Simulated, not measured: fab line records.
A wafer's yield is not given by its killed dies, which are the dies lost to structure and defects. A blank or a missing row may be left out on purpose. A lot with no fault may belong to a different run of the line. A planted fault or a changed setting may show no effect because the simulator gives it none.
A struck lot beside a sound one :: flow nandHarc :: 14 out of 1302 route steps
Sound: wafers L521.1, L521.3, L521.6. Struck: wafer L527.3 (left out: L527.4, L527.5 of the same lot, which were not struck); the cause appears at the end.
Order at every step that has rows: each side's tool, ch and its chambers, its first start. Under that, the readings that differ: sound wafers :: struck wafers :: difference of the means :: sigmas: that difference in standard deviations of wafers without a fault.
alike: same words and numbers on both sides, and readings whose means sit less than 2 such deviations apart. not compared: any withheld reading, any reading some wafer has no value for, any bound like >300 that may hide the same value, and any number with overlapping values for which the record gives no deviation.
Wherever a step has rows on one side only, a row that says differs or no value, or a row with sigmas, the two part there. When numbers do not overlap yet have no deviation, they are printed without sigmas and do not part them. A reading missing from all wafers of one side parts the sides only when that side holds two or more wafers.

first, 8 steps without rows for these wafers: NHARC_A_STAIRCASE_HMDS_02 (time 30 s); NHARC_A_STAIRCASE_COAT_03; NHARC_A_STAIRCASE_SOFTBAKE_04 (time 170 s); NHARC_A_STAIRCASE_EBR_05; NHARC_A_STAIRCASE_EXPOSE_06 (exposes mask STAIR); NHARC_A_STAIRCASE_PEB_07 (peb time 130 s); NHARC_A_STAIRCASE_DEVELOP_08 (time 140 s); NHARC_A_STAIRCASE_HARDBAKE_10 (time 140 s).
NHARC_A_STAIRCASE_DESCUM_11: chemistry O2, time 3 s.
  sound on rieDiel-06 ch 0,1,3, day 17 02:34; struck on rieDiel-07 ch 3, day 20 03:26
  alike: drypumpMotorCurrentA, oesProductAu, rfVppV, showerheadPlenumPTorr, throttleValvePct
  not compared: rfHoursCounterH
NHARC_A_STAIRCASE_TRIM_12: chemistry O2, time 211.2 s.
  sound on rieDiel-06 ch 1,2, day 17 02:39; struck on rieDiel-07 ch 0, day 20 03:32
reading: showerheadPlenumPTorr (Torr)
sound: 3.73 3.79 3.73
struck: 3.37
difference: -0.38
sigmas: -2
  alike: drypumpMotorCurrentA, oesProductAu, rfVppV, runLengthS, throttleValvePct
  not compared: rfHoursCounterH
NHARC_A_STAIRCASE_ETCH_13: etches the open film in C4F8/O2, target depth 100 nm, time 40.5 s.
  sound: rieDiel-06 ch 0,2; struck: rieDiel-07 ch 0
reading: rfVppV (V)
sound: 906 901 907
struck: 890
difference: -15
sigmas: -3
  alike: oesProductAu
  not compared: rfHoursCounterH
NHARC_A_STAIRCASE_TRIM_14: chemistry O2, time 211.2 s.
  sound on rieDiel-06 ch 0,2, day 17 02:52; struck on rieDiel-07 ch 3, day 20 03:55
reading: runLengthS (s)
sound: 233.3 232.7 233.8
struck: 161.5
difference: -71.8
sigmas: -99 or more
  alike: drypumpMotorCurrentA, oesProductAu, rfVppV, showerheadPlenumPTorr, throttleValvePct
  not compared: rfHoursCounterH
NHARC_A_STAIRCASE_ETCH_15: etches the open film in C4F8/O2, target depth 100 nm, time 40.5 s.
  sound: rieDiel-06 ch 1,2,3; struck: rieDiel-07 ch 3
reading: rfVppV (V)
sound: 906 905 904
struck: 893
difference: -12
sigmas: -2
  alike: oesProductAu
  not compared: rfHoursCounterH
-- break in the record here, with 9 days between the starts of the struck wafers on either side (left off in module A_STAIRCASE, picked up again in module END, where the first step shown is number 1302 on the route) --
NHARC_END_SORT_01:
  the record has rows for the struck wafers here (prober-01 ch 0, day 29 07:11) and none for the sound ones

WHERE THEY PART
At NHARC_A_STAIRCASE_TRIM_12 first; at NHARC_END_SORT_01 last (within this record only).

WHY: whatever the simulator had introduced
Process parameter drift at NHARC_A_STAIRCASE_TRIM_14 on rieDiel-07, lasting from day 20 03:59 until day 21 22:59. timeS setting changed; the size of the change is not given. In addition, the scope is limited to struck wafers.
